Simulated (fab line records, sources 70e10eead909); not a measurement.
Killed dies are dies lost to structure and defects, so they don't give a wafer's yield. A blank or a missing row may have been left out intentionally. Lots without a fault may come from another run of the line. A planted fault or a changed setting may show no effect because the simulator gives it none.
The tool behind it: which one? | flow nand-harc | 6 lots, 18 wafers sampled, at 5 steps of a route of 1159

## WHAT THE GAUGES SHOWED, per wafer
NHARC_END_SORT_01.
lot  | measured     | on        | killed-at-array
L844 | day 20 06:16 | prober-01 | 638 15 14

## EACH LOT AND THE TOOL THAT RAN IT (in order: tool; ch and the chambers of the sampled wafers; start)
lot  | NHARC_A_CONTACT_DEP_58          | NHARC_THIN_TSV_CMP_01         | NHARC_THIN_TSV_PVD_19                   | NHARC_THIN_TSV_PVD_51
L843 | pecvd-02 ch 0,1,2, day 16 23:00 | cmp-04 ch 0,1,3, day 18 23:47 | pvd-sputter-03, no start                | pvd-sputter-03, no start
L844 | pecvd-02 ch 0,2, day 17 11:23   | cmp-04 ch 1,2, day 19 10:16   | pvd-sputter-01, day 20 06:16 or earlier | pvd-sputter-01, day 20 06:16 or earlier
L855 | pecvd-03 ch 0,2, day 19 20:13   | cmp-02 ch 0,1,2, day 21 22:15 | pvd-sputter-02, no start                | pvd-sputter-02, no start
L859 | pecvd-02 ch 0,1, day 20 19:26   | cmp-02 ch 1,3, day 23 07:54   | pvd-sputter-03, no start                | pvd-sputter-03, no start
L858 | pecvd-02 ch 0,1,2, day 21 19:12 | cmp-03 ch 0,1, day 23 19:49   | pvd-sputter-02, no start                | pvd-sputter-02, no start
L860 | pecvd-03 ch 0,1,2, day 22 15:28 | cmp-02 ch 1,2,3, day 24 14:05 | pvd-sputter-01, no start                | pvd-sputter-01, no start
- NHARC_A_CONTACT_DEP_58: deposits SiON, target thk 60 nm.
- NHARC_THIN_TSV_CMP_01: polishes.
- NHARC_THIN_TSV_PVD_19: deposits TaN, target thk 20 nm.
- NHARC_THIN_TSV_PVD_51: deposits Cu, target thk 100 nm.

## THE ANSWER, worked out from the rows above alone
Rule: the lots themselves supply what counts as usual. The widest of any qualifying gaps counts: lots, ordered by their means at a reading, are off when they make up no more than a third of the lots, leave a main group of 4 or more, and stand apart from it by 3 or more times the standard deviation of that group's means. A main group whose means are all the same, to the digits that the tables above print for the reading, isn't used. Also off: a lot with no number at a reading for which 4 or more lots have one. The other lots that the step has rows for count as sound.
No lot is off on any of the readings shown, so nothing can be concluded from this.

## WHAT HAD BEEN PUT IN BY THE SIMULATOR
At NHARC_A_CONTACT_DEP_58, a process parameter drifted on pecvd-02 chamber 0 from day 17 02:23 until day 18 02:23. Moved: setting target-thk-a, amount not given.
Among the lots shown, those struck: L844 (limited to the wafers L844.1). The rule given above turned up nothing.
